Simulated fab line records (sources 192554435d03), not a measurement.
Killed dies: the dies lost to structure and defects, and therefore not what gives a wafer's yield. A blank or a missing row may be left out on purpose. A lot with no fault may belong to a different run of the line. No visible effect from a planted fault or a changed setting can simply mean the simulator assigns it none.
fab line records / flow n5-finfet
record: lots: 14 wafers: 33 last-day: 15
route steps=1938 shown DUMMY_GATE@249 SD_EPI_N@268
lots untouched by any fault: they come from a run of this same line in which no faults occurred
start-h: the number of hours between the record's first day and the start of the first shown wafer of the lot / wait-h: how many hours have passed since the lot's step before this one / " same as the row above / L1.1+2: several wafers, shown together as one row / - no value, or no start given / * or withheld: withheld / < > ~ a bound
route shown NAME@n: names a module that has steps shown in the file, with the first one's number in the route / usual: mean/standard deviation of fault-free wafers / same: alike in all rows / chamber/n: place in a boat / sites: readings site by site / _std_site: the values' standard deviation / _edge_site: outer sites' mean less inner sites' / radius-mm: for every site, how far away it sits from the centre of the wafer / mask NAME#n: copy n / behind: the most recent tool/chamber to have shaped the wafer / hold: the reason the lot was held/the length of the hold in hours/how it ended / device: which transistor (n, p or np) failed to switch / end of line: tests run on the same wafers once the route is complete / a step given without rows: its recipe and nothing more / killed: dies lost to structure and defects at the first sort, not the wafer's yield / map: a wafer's dies, marking killed ones x, the rest . and places with no die _
set.NAME: the setting as run; set.NAME@STEP: as run at that earlier step / model.NAME: the simulator's own value behind a step, which no gauge read
one table for each step of the route and one row for each wafer, over a sample of lots
services: when a tool's chamber went out of use (start-h, in hours from the record's first day, below 0 if earlier), for how many hours, and the reason
== steps ==
step: N5_DUMMY_GATE_CD_MEAS_24
recipe: target-cd-nm: 15
usual: cd-nm: 15.2/0.43
lot.wafer=L943.4 tool=cd-sem-01 chamber=- start-h=52.68 wait-h=0.1 cd-nm=15.4
lot.wafer=L943.5 tool=cd-sem-01 chamber=- start-h=52.68 wait-h=0.1 cd-nm=16.2
lot.wafer=L943.6 tool=cd-sem-01 chamber=- start-h=52.68 wait-h=0.1 cd-nm=15.1
lot.wafer=L945.3 tool=cd-sem-01 chamber=- start-h=65.06 wait-h=0.1 cd-nm=15.8
lot.wafer=L945.6 tool=cd-sem-01 chamber=- start-h=65.06 wait-h=0.1 cd-nm=14.5
lot.wafer=L947.1 tool=cd-sem-01 chamber=- start-h=78.58 wait-h=0.1 cd-nm=15.3
lot.wafer=L947.2 tool=cd-sem-01 chamber=- start-h=78.58 wait-h=0.1 cd-nm=15.1
lot.wafer=L948.3 tool=cd-sem-03 chamber=- start-h=82.81 wait-h=0.1 cd-nm=15.3
lot.wafer=L948.5 tool=cd-sem-03 chamber=- start-h=82.81 wait-h=0.1 cd-nm=15.7
lot.wafer=L949.1 tool=cd-sem-02 chamber=- start-h=90.36 wait-h=0.1 cd-nm=15.1
lot.wafer=L949.6 tool=cd-sem-02 chamber=- start-h=90.36 wait-h=0.1 cd-nm=15.3
lot.wafer=L950.1 tool=cd-sem-02 chamber=- start-h=95.95 wait-h=0.1 cd-nm=14.9
lot.wafer=L950.3 tool=cd-sem-02 chamber=- start-h=95.95 wait-h=0.1 cd-nm=15.3
lot.wafer=L951.4 tool=cd-sem-03 chamber=- start-h=100.73 wait-h=0.1 cd-nm=15.4
lot.wafer=L951.5 tool=cd-sem-03 chamber=- start-h=100.73 wait-h=0.1 cd-nm=15.8
lot.wafer=L952.2 tool=cd-sem-02 chamber=- start-h=107.11 wait-h=0.1 cd-nm=15.1
lot.wafer=L952.3 tool=cd-sem-02 chamber=- start-h=107.11 wait-h=0.1 cd-nm=14.8
lot.wafer=L952.6 tool=cd-sem-02 chamber=- start-h=107.11 wait-h=0.1 cd-nm=15.4
lot.wafer=L953.2 tool=cd-sem-03 chamber=- start-h=113.95 wait-h=0.1 cd-nm=15.4
lot.wafer=L953.5 tool=cd-sem-03 chamber=- start-h=113.95 wait-h=0.1 cd-nm=15.8
lot.wafer=L954.2 tool=cd-sem-02 chamber=- start-h=119.18 wait-h=0.1 cd-nm=14.8
lot.wafer=L954.3 tool=cd-sem-02 chamber=- start-h=119.18 wait-h=0.1 cd-nm=14.8
lot.wafer=L954.6 tool=cd-sem-02 chamber=- start-h=119.18 wait-h=0.1 cd-nm=15.0
lot.wafer=L955.5 tool=cd-sem-01 chamber=- start-h=125.51 wait-h=0.0 cd-nm=15.8
lot.wafer=L955.6 tool=cd-sem-01 chamber=- start-h=125.51 wait-h=0.0 cd-nm=15.6
lot.wafer=L956.1 tool=cd-sem-01 chamber=- start-h=129.79 wait-h=0.1 cd-nm=16.3
lot.wafer=L956.5 tool=cd-sem-01 chamber=- start-h=129.79 wait-h=0.1 cd-nm=15.6
lot.wafer=L962.3 tool=cd-sem-03 chamber=- start-h=168.11 wait-h=0.1 cd-nm=15.7
lot.wafer=L962.4 tool=cd-sem-03 chamber=- start-h=168.11 wait-h=0.1 cd-nm=15.6
lot.wafer=L962.6 tool=cd-sem-03 chamber=- start-h=168.11 wait-h=0.1 cd-nm=15.6
lot.wafer=L963.2 tool=cd-sem-03 chamber=- start-h=174.90 wait-h=0.1 cd-nm=15.7
lot.wafer=L963.5 tool=cd-sem-03 chamber=- start-h=174.90 wait-h=0.1 cd-nm=15.2
lot.wafer=L963.6 tool=cd-sem-03 chamber=- start-h=174.90 wait-h=0.1 cd-nm=14.7
step: N5_DUMMY_GATE_STRIP_48
recipe: chemistry: N2/H2 time-s: 20 power-w: 100 temp-c: 40 pressure-mtorr: 100 rf-frequency-hz: 6e+07 bias-power-w: 3 n2-flow-sccm: 300 h2-flow-sccm: 300
usual: chamber-pressure-mTorr: 99.99/0.097 drypump-motor-current-A: 5.4/0.57 oes-product-au: 0.78/0.074 rf-vpp-V: 45.3/0.79 showerhead-plenum-p-Torr: 3.35/0.12 throttle-valve-pct: 12.3/0.31
lot.wafer=L943.4 tool=rie-diel-03 chamber=1 start-h=52.76 wait-h=0.0 chamber-pressure-mTorr=100.08 drypump-motor-current-A=5.0 oes-product-au=0.67 rf-hours-counter-h=246 rf-vpp-V=44.9 showerhead-plenum-p-Torr=3.20 throttle-valve-pct=12.4
lot.wafer=L943.5 tool=rie-diel-03 chamber=0 start-h=52.76 wait-h=0.0 chamber-pressure-mTorr=99.95 drypump-motor-current-A=6.0 oes-product-au=0.72 rf-hours-counter-h=- rf-vpp-V=45.8 showerhead-plenum-p-Torr=3.51 throttle-valve-pct=12.2
lot.wafer=L943.6 tool=rie-diel-03 chamber=1 start-h=52.76 wait-h=0.0 chamber-pressure-mTorr=100.09 drypump-motor-current-A=5.0 oes-product-au=0.67 rf-hours-counter-h=- rf-vpp-V=45.2 showerhead-plenum-p-Torr=3.20 throttle-valve-pct=12.4
lot.wafer=L945.3 tool=rie-diel-02 chamber=0 start-h=65.15 wait-h=0.0 chamber-pressure-mTorr=100.17 drypump-motor-current-A=5.7 oes-product-au=0.78 rf-hours-counter-h=106 rf-vpp-V=44.8 showerhead-plenum-p-Torr=3.16 throttle-valve-pct=12.5
lot.wafer=L945.6 tool=rie-diel-02 chamber=0 start-h=65.15 wait-h=0.0 chamber-pressure-mTorr=99.94 drypump-motor-current-A=5.7 oes-product-au=0.78 rf-hours-counter-h=- rf-vpp-V=44.6 showerhead-plenum-p-Torr=3.16 throttle-valve-pct=12.5
lot.wafer=L947.1 tool=rie-diel-03 chamber=3 start-h=78.67 wait-h=0.0 chamber-pressure-mTorr=100.14 drypump-motor-current-A=6.5 oes-product-au=0.73 rf-hours-counter-h=202 rf-vpp-V=44.3 showerhead-plenum-p-Torr=3.21 throttle-valve-pct=12.2
lot.wafer=L947.2 tool=rie-diel-03 chamber=0 start-h=78.67 wait-h=0.0 chamber-pressure-mTorr=100.03 drypump-motor-current-A=6.0 oes-product-au=0.71 rf-hours-counter-h=182 rf-vpp-V=44.7 showerhead-plenum-p-Torr=3.50 throttle-valve-pct=12.2
lot.wafer=L948.3 tool=rie-diel-02 chamber=2 start-h=82.90 wait-h=0.0 chamber-pressure-mTorr=100.08 drypump-motor-current-A=5.7 oes-product-au=0.89 rf-hours-counter-h=45 rf-vpp-V=44.9 showerhead-plenum-p-Torr=3.28 throttle-valve-pct=12.0
lot.wafer=L948.5 tool=rie-diel-02 chamber=0 start-h=82.90 wait-h=0.0 chamber-pressure-mTorr=99.93 drypump-motor-current-A=5.7 oes-product-au=0.77 rf-hours-counter-h=- rf-vpp-V=44.1 showerhead-plenum-p-Torr=3.16 throttle-valve-pct=12.5
lot.wafer=L949.1 tool=rie-diel-06 chamber=2 start-h=90.46 wait-h=0.0 chamber-pressure-mTorr=99.94 drypump-motor-current-A=4.7 oes-product-au=0.71 rf-hours-counter-h=203 rf-vpp-V=45.2 showerhead-plenum-p-Torr=3.35 throttle-valve-pct=12.5
lot.wafer=L949.6 tool=rie-diel-06 chamber=3 start-h=90.46 wait-h=0.0 chamber-pressure-mTorr=99.91 drypump-motor-current-A=4.8 oes-product-au=0.90 rf-hours-counter-h=- rf-vpp-V=45.3 showerhead-plenum-p-Torr=3.41 throttle-valve-pct=12.1
lot.wafer=L950.1 tool=rie-diel-06 chamber=1 start-h=96.05 wait-h=0.0 chamber-pressure-mTorr=99.75 drypump-motor-current-A=5.4 oes-product-au=0.82 rf-hours-counter-h=70 rf-vpp-V=47.4 showerhead-plenum-p-Torr=3.52 throttle-valve-pct=11.8
lot.wafer=L950.3 tool=rie-diel-06 chamber=3 start-h=96.05 wait-h=0.0 chamber-pressure-mTorr=100.16 drypump-motor-current-A=4.8 oes-product-au=0.88 rf-hours-counter-h=64 rf-vpp-V=46.5 showerhead-plenum-p-Torr=3.41 throttle-valve-pct=12.1
lot.wafer=L951.4 tool=rie-diel-06 chamber=0 start-h=100.92 wait-h=0.0 chamber-pressure-mTorr=99.99 drypump-motor-current-A=6.3 oes-product-au=0.73 rf-hours-counter-h=- rf-vpp-V=44.6 showerhead-plenum-p-Torr=3.24 throttle-valve-pct=12.7
lot.wafer=L951.5 tool=rie-diel-06 chamber=1 start-h=100.92 wait-h=0.0 chamber-pressure-mTorr=99.83 drypump-motor-current-A=5.4 oes-product-au=0.82 rf-hours-counter-h=- rf-vpp-V=45.1 showerhead-plenum-p-Torr=3.52 throttle-valve-pct=11.8
lot.wafer=L952.2 tool=rie-diel-06 chamber=3 start-h=107.23 wait-h=0.0 chamber-pressure-mTorr=100.04 drypump-motor-current-A=4.8 oes-product-au=0.87 rf-hours-counter-h=69 rf-vpp-V=45.7 showerhead-plenum-p-Torr=3.40 throttle-valve-pct=12.1
lot.wafer=L952.3 tool=rie-diel-06 chamber=0 start-h=107.23 wait-h=0.0 chamber-pressure-mTorr=99.81 drypump-motor-current-A=6.3 oes-product-au=0.72 rf-hours-counter-h=201 rf-vpp-V=44.2 showerhead-plenum-p-Torr=3.24 throttle-valve-pct=12.7
lot.wafer=L952.6 tool=rie-diel-06 chamber=0 start-h=107.23 wait-h=0.0 chamber-pressure-mTorr=100.01 drypump-motor-current-A=6.3 oes-product-au=0.72 rf-hours-counter-h=- rf-vpp-V=44.6 showerhead-plenum-p-Torr=3.24 throttle-valve-pct=12.7
lot.wafer=L953.2 tool=rie-diel-06 chamber=3 start-h=114.04 wait-h=0.0 chamber-pressure-mTorr=99.86 drypump-motor-current-A=4.8 oes-product-au=0.87 rf-hours-counter-h=71 rf-vpp-V=46.3 showerhead-plenum-p-Torr=3.40 throttle-valve-pct=12.1
lot.wafer=L953.5 tool=rie-diel-06 chamber=1 start-h=114.04 wait-h=0.0 chamber-pressure-mTorr=99.89 drypump-motor-current-A=5.4 oes-product-au=0.81 rf-hours-counter-h=- rf-vpp-V=45.7 showerhead-plenum-p-Torr=3.52 throttle-valve-pct=11.8
lot.wafer=L954.2 tool=rie-diel-06 chamber=0 start-h=119.39 wait-h=0.0 chamber-pressure-mTorr=100.10 drypump-motor-current-A=6.2 oes-product-au=0.72 rf-hours-counter-h=204 rf-vpp-V=44.0 showerhead-plenum-p-Torr=3.24 throttle-valve-pct=12.7
lot.wafer=L954.3 tool=rie-diel-06 chamber=2 start-h=119.39 wait-h=0.0 chamber-pressure-mTorr=100.12 drypump-motor-current-A=4.7 oes-product-au=0.71 rf-hours-counter-h=208 rf-vpp-V=45.4 showerhead-plenum-p-Torr=3.35 throttle-valve-pct=12.5
lot.wafer=L954.6 tool=rie-diel-06 chamber=3 start-h=119.39 wait-h=0.0 chamber-pressure-mTorr=99.89 drypump-motor-current-A=4.7 oes-product-au=0.86 rf-hours-counter-h=- rf-vpp-V=45.1 showerhead-plenum-p-Torr=3.40 throttle-valve-pct=12.1
lot.wafer=L955.5 tool=rie-diel-06 chamber=0 start-h=125.64 wait-h=0.0 chamber-pressure-mTorr=99.91 drypump-motor-current-A=6.3 oes-product-au=0.73 rf-hours-counter-h=- rf-vpp-V=45.1 showerhead-plenum-p-Torr=3.23 throttle-valve-pct=12.7
lot.wafer=L955.6 tool=rie-diel-06 chamber=1 start-h=125.64 wait-h=0.0 chamber-pressure-mTorr=100.07 drypump-motor-current-A=5.4 oes-product-au=0.81 rf-hours-counter-h=- rf-vpp-V=44.3 showerhead-plenum-p-Torr=3.52 throttle-valve-pct=11.9
lot.wafer=L956.1 tool=rie-diel-06 chamber=1 start-h=129.89 wait-h=0.0 chamber-pressure-mTorr=99.87 drypump-motor-current-A=5.4 oes-product-au=0.81 rf-hours-counter-h=82 rf-vpp-V=46.4 showerhead-plenum-p-Torr=3.52 throttle-valve-pct=11.8
lot.wafer=L956.5 tool=rie-diel-06 chamber=1 start-h=129.89 wait-h=0.0 chamber-pressure-mTorr=99.83 drypump-motor-current-A=5.4 oes-product-au=0.81 rf-hours-counter-h=- rf-vpp-V=47.0 showerhead-plenum-p-Torr=3.52 throttle-valve-pct=11.9
lot.wafer=L962.3 tool=rie-diel-06 chamber=1 start-h=168.22 wait-h=0.0 chamber-pressure-mTorr=100.14 drypump-motor-current-A=5.4 oes-product-au=0.80 rf-hours-counter-h=95 rf-vpp-V=45.7 showerhead-plenum-p-Torr=3.51 throttle-valve-pct=11.9
lot.wafer=L962.4 tool=rie-diel-06 chamber=1 start-h=168.22 wait-h=0.0 chamber-pressure-mTorr=99.97 drypump-motor-current-A=5.4 oes-product-au=0.80 rf-hours-counter-h=- rf-vpp-V=45.4 showerhead-plenum-p-Torr=3.51 throttle-valve-pct=11.9
lot.wafer=L962.6 tool=rie-diel-06 chamber=3 start-h=168.22 wait-h=0.0 chamber-pressure-mTorr=100.22 drypump-motor-current-A=4.8 oes-product-au=0.86 rf-hours-counter-h=- rf-vpp-V=45.5 showerhead-plenum-p-Torr=3.39 throttle-valve-pct=12.2
lot.wafer=L963.2 tool=rie-diel-02 chamber=1 start-h=174.99 wait-h=0.0 chamber-pressure-mTorr=99.96 drypump-motor-current-A=5.4 oes-product-au=0.71 rf-hours-counter-h=230 rf-vpp-V=46.6 showerhead-plenum-p-Torr=3.32 throttle-valve-pct=12.6
lot.wafer=L963.5 tool=rie-diel-02 chamber=2 start-h=174.99 wait-h=0.0 chamber-pressure-mTorr=100.01 drypump-motor-current-A=5.7 oes-product-au=0.85 rf-hours-counter-h=- rf-vpp-V=45.9 showerhead-plenum-p-Torr=3.26 throttle-valve-pct=12.1
lot.wafer=L963.6 tool=rie-diel-02 chamber=0 start-h=174.99 wait-h=0.0 chamber-pressure-mTorr=100.15 drypump-motor-current-A=5.7 oes-product-au=0.74 rf-hours-counter-h=- rf-vpp-V=44.1 showerhead-plenum-p-Torr=3.14 throttle-valve-pct=12.6
step: N5_DUMMY_GATE_INSPECT_27
recipe: inspect-instrument: brightfield mode: aei
usual: raw-defect-count: 285/69
lot.wafer=L943.4 tool=defect-inspect-02 chamber=- start-h=52.95 wait-h=0.0 raw-defect-count=296
lot.wafer=L943.5 tool=defect-inspect-02 chamber=- start-h=52.95 wait-h=0.0 raw-defect-count=310
lot.wafer=L943.6 tool=defect-inspect-02 chamber=- start-h=52.95 wait-h=0.0 raw-defect-count=262
lot.wafer=L945.3 tool=defect-inspect-02 chamber=- start-h=65.33 wait-h=0.0 raw-defect-count=193
lot.wafer=L945.6 tool=defect-inspect-02 chamber=- start-h=65.33 wait-h=0.0 raw-defect-count=199
lot.wafer=L947.1 tool=defect-inspect-01 chamber=- start-h=78.87 wait-h=0.0 raw-defect-count=220
lot.wafer=L947.2 tool=defect-inspect-01 chamber=- start-h=78.87 wait-h=0.0 raw-defect-count=367
lot.wafer=L948.3 tool=defect-inspect-01 chamber=- start-h=83.09 wait-h=0.0 raw-defect-count=222
lot.wafer=L948.5 tool=defect-inspect-01 chamber=- start-h=83.09 wait-h=0.0 raw-defect-count=272
lot.wafer=L949.1 tool=defect-inspect-01 chamber=- start-h=90.65 wait-h=0.0 raw-defect-count=297
lot.wafer=L949.6 tool=defect-inspect-01 chamber=- start-h=90.65 wait-h=0.0 raw-defect-count=254
lot.wafer=L950.1 tool=defect-inspect-01 chamber=- start-h=96.24 wait-h=0.0 raw-defect-count=272
lot.wafer=L950.3 tool=defect-inspect-01 chamber=- start-h=96.24 wait-h=0.0 raw-defect-count=289
lot.wafer=L951.4 tool=defect-inspect-01 chamber=- start-h=101.08 wait-h=0.0 raw-defect-count=268
lot.wafer=L951.5 tool=defect-inspect-01 chamber=- start-h=101.08 wait-h=0.0 raw-defect-count=325
lot.wafer=L952.2 tool=defect-inspect-02 chamber=- start-h=107.41 wait-h=0.0 raw-defect-count=294
lot.wafer=L952.3 tool=defect-inspect-02 chamber=- start-h=107.41 wait-h=0.0 raw-defect-count=325
lot.wafer=L952.6 tool=defect-inspect-02 chamber=- start-h=107.41 wait-h=0.0 raw-defect-count=277
lot.wafer=L953.2 tool=defect-inspect-02 chamber=- start-h=114.23 wait-h=0.0 raw-defect-count=194
lot.wafer=L953.5 tool=defect-inspect-02 chamber=- start-h=114.23 wait-h=0.0 raw-defect-count=395
lot.wafer=L954.2 tool=defect-inspect-01 chamber=- start-h=119.58 wait-h=0.0 raw-defect-count=113
lot.wafer=L954.3 tool=defect-inspect-01 chamber=- start-h=119.58 wait-h=0.0 raw-defect-count=207
lot.wafer=L954.6 tool=defect-inspect-01 chamber=- start-h=119.58 wait-h=0.0 raw-defect-count=197
lot.wafer=L955.5 tool=defect-inspect-01 chamber=- start-h=125.81 wait-h=0.0 raw-defect-count=220
lot.wafer=L955.6 tool=defect-inspect-01 chamber=- start-h=125.81 wait-h=0.0 raw-defect-count=214
lot.wafer=L956.1 tool=defect-inspect-01 chamber=- start-h=130.08 wait-h=0.0 raw-defect-count=278
lot.wafer=L956.5 tool=defect-inspect-01 chamber=- start-h=130.08 wait-h=0.0 raw-defect-count=273
lot.wafer=L962.3 tool=defect-inspect-02 chamber=- start-h=168.41 wait-h=0.0 raw-defect-count=279
lot.wafer=L962.4 tool=defect-inspect-02 chamber=- start-h=168.41 wait-h=0.0 raw-defect-count=181
lot.wafer=L962.6 tool=defect-inspect-02 chamber=- start-h=168.41 wait-h=0.0 raw-defect-count=252
lot.wafer=L963.2 tool=defect-inspect-01 chamber=- start-h=175.18 wait-h=0.0 raw-defect-count=313
lot.wafer=L963.5 tool=defect-inspect-01 chamber=- start-h=175.18 wait-h=0.0 raw-defect-count=268
lot.wafer=L963.6 tool=defect-inspect-01 chamber=- start-h=175.18 wait-h=0.0 raw-defect-count=294
step: N5_SD_EPI_N_PEB_07
recipe: peb-temp-c: 110 peb-time-s: 60 resist: CAR-ArF-block
usual: chill-plate-temp-C: 23.02/0.1 exhaust-pa: 45.0/0.91
lot.wafer=L943.4 tool=litho-track-01 chamber=0 start-h=54.66 wait-h=0.0 chill-plate-temp-C=23.02 exhaust-pa=45.0
lot.wafer=L943.5 tool=litho-track-01 chamber=0 start-h=54.66 wait-h=0.0 chill-plate-temp-C=22.94 exhaust-pa=45.1
lot.wafer=L943.6 tool=litho-track-01 chamber=0 start-h=54.66 wait-h=0.0 chill-plate-temp-C=23.04 exhaust-pa=44.4
lot.wafer=L945.3 tool=litho-track-05 chamber=0 start-h=67.53 wait-h=0.0 chill-plate-temp-C=22.79 exhaust-pa=45.0
lot.wafer=L945.6 tool=litho-track-05 chamber=0 start-h=67.53 wait-h=0.0 chill-plate-temp-C=22.93 exhaust-pa=44.1
lot.wafer=L947.1 tool=litho-track-05 chamber=0 start-h=79.68 wait-h=0.1 chill-plate-temp-C=22.93 exhaust-pa=45.4
lot.wafer=L947.2 tool=litho-track-05 chamber=0 start-h=79.68 wait-h=0.1 chill-plate-temp-C=22.91 exhaust-pa=45.5
lot.wafer=L948.3 tool=litho-track-01 chamber=0 start-h=83.90 wait-h=0.0 chill-plate-temp-C=23.03 exhaust-pa=44.5
lot.wafer=L948.5 tool=litho-track-01 chamber=0 start-h=83.90 wait-h=0.0 chill-plate-temp-C=23.00 exhaust-pa=46.1
lot.wafer=L949.1 tool=litho-track-02 chamber=0 start-h=92.68 wait-h=0.1 chill-plate-temp-C=23.04 exhaust-pa=43.8
lot.wafer=L949.6 tool=litho-track-02 chamber=0 start-h=92.68 wait-h=0.1 chill-plate-temp-C=23.14 exhaust-pa=44.9
lot.wafer=L950.1 tool=litho-track-01 chamber=0 start-h=97.26 wait-h=0.1 chill-plate-temp-C=22.92 exhaust-pa=44.9
lot.wafer=L950.3 tool=litho-track-01 chamber=0 start-h=97.26 wait-h=0.1 chill-plate-temp-C=23.10 exhaust-pa=46.0
lot.wafer=L951.4 tool=litho-track-05 chamber=0 start-h=101.89 wait-h=0.0 chill-plate-temp-C=22.94 exhaust-pa=45.7
lot.wafer=L951.5 tool=litho-track-05 chamber=0 start-h=101.89 wait-h=0.0 chill-plate-temp-C=23.15 exhaust-pa=44.5
lot.wafer=L952.2 tool=litho-track-02 chamber=0 start-h=108.42 wait-h=0.0 chill-plate-temp-C=23.21 exhaust-pa=45.9
lot.wafer=L952.3 tool=litho-track-02 chamber=0 start-h=108.42 wait-h=0.0 chill-plate-temp-C=23.13 exhaust-pa=43.5
lot.wafer=L952.6 tool=litho-track-02 chamber=0 start-h=108.42 wait-h=0.0 chill-plate-temp-C=22.95 exhaust-pa=45.5
lot.wafer=L953.2 tool=litho-track-02 chamber=0 start-h=115.17 wait-h=0.0 chill-plate-temp-C=22.78 exhaust-pa=46.4
lot.wafer=L953.5 tool=litho-track-02 chamber=0 start-h=115.17 wait-h=0.0 chill-plate-temp-C=23.07 exhaust-pa=46.1
lot.wafer=L954.2 tool=litho-track-01 chamber=0 start-h=120.52 wait-h=0.0 chill-plate-temp-C=23.03 exhaust-pa=44.7
lot.wafer=L954.3 tool=litho-track-01 chamber=0 start-h=120.52 wait-h=0.0 chill-plate-temp-C=22.99 exhaust-pa=46.0
lot.wafer=L954.6 tool=litho-track-01 chamber=0 start-h=120.52 wait-h=0.0 chill-plate-temp-C=22.95 exhaust-pa=44.7
lot.wafer=L955.5 tool=litho-track-05 chamber=0 start-h=127.06 wait-h=0.0 chill-plate-temp-C=22.99 exhaust-pa=44.7
lot.wafer=L955.6 tool=litho-track-05 chamber=0 start-h=127.06 wait-h=0.0 chill-plate-temp-C=23.13 exhaust-pa=44.1
lot.wafer=L956.1 tool=litho-track-01 chamber=0 start-h=130.89 wait-h=0.1 chill-plate-temp-C=22.77 exhaust-pa=43.7
lot.wafer=L956.5 tool=litho-track-01 chamber=0 start-h=130.89 wait-h=0.1 chill-plate-temp-C=22.89 exhaust-pa=43.7
lot.wafer=L962.3 tool=litho-track-05 chamber=- start-h=169.91 wait-h=0.0 chill-plate-temp-C=- exhaust-pa=-
lot.wafer=L962.4 tool=litho-track-05 chamber=- start-h=169.91 wait-h=0.0 chill-plate-temp-C=- exhaust-pa=-
lot.wafer=L962.6 tool=litho-track-05 chamber=- start-h=169.91 wait-h=0.0 chill-plate-temp-C=- exhaust-pa=-
lot.wafer=L963.2 tool=litho-track-01 chamber=- start-h=176.25 wait-h=0.0 chill-plate-temp-C=- exhaust-pa=-
lot.wafer=L963.5 tool=litho-track-01 chamber=- start-h=176.25 wait-h=0.0 chill-plate-temp-C=- exhaust-pa=-
lot.wafer=L963.6 tool=litho-track-01 chamber=- start-h=176.25 wait-h=0.0 chill-plate-temp-C=- exhaust-pa=-
== services ==
tool=rie-diel-03 chamber=- start-h=48.55 hours=2.8 kind=pm
tool=rie-diel-03 chamber=- start-h=51.49 hours=0.5 kind=repair
tool=rie-diel-03 chamber=1 start-h=68.41 hours=- kind=clean
tool=rie-diel-03 chamber=1 start-h=68.41 hours=- kind=consumable-replace:focus-ring
tool=rie-diel-03 chamber=1 start-h=68.41 hours=- kind=consumable-replace:showerhead
tool=rie-diel-03 chamber=1 start-h=68.41 hours=23.2 kind=scheduled-down
tool=rie-diel-03 chamber=1 start-h=68.41 hours=23.2 kind=vent-cycle
tool=rie-diel-06 chamber=1 start-h=70.09 hours=4.3 kind=repair
tool=rie-diel-06 chamber=- start-h=98.98 hours=0.4 kind=repair
tool=litho-track-05 chamber=- start-h=107.98 hours=- kind=consumable-replace:filter
tool=rie-diel-03 chamber=0 start-h=115.96 hours=8.9 kind=repair
tool=rie-diel-02 chamber=3 start-h=159.07 hours=- kind=clean
tool=rie-diel-02 chamber=3 start-h=159.07 hours=- kind=consumable-replace:focus-ring
tool=rie-diel-02 chamber=3 start-h=159.07 hours=16.3 kind=scheduled-down
tool=rie-diel-02 chamber=3 start-h=159.07 hours=16.3 kind=vent-cycle
tool=rie-diel-06 chamber=0 start-h=163.38 hours=9.6 kind=repair
== key ==
first-sign: step: N5_SD_EPI_N_PEB_07 reading: tool-record direction: missing
effect none on later readings
met-at N5_SD_EPI_N_PEB_07
struck-lots L962,L963
later-rows-left-out L962.3,L962.4,L962.6,L963.2,L963.5,L963.6
sort-left-out L962.3,L962.4,L962.6,L963.2,L963.5,L963.6
tester-left-out L962,L963
not-acting-at N5_DUMMY_GATE_CD_MEAS_24,N5_DUMMY_GATE_STRIP_48,N5_DUMMY_GATE_INSPECT_27
onset-between 130.89 169.91
fault: kind: skipped-step-whole tool: litho-track-01,litho-track-05 chamber: - onset-h: 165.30 steps: N5_SD_EPI_N_PEB_07 scope: struck-lots-only
tester-left-out: of these lots the tester's yield and bins aren't shown, on N5 and GAA mostly nor the transistor test; their killed dies are dies lost to structure and defects alone, not to doping, threshold or leakage, so they don't give the yield
sort-left-out: the simulated sort isn't trusted on such a fault, so these wafers' sort isn't shown, and their yield isn't known
later-rows-left-out: the simulator's readings of these wafers behind a module that went badly wrong aren't trusted and aren't shown, but for the sort
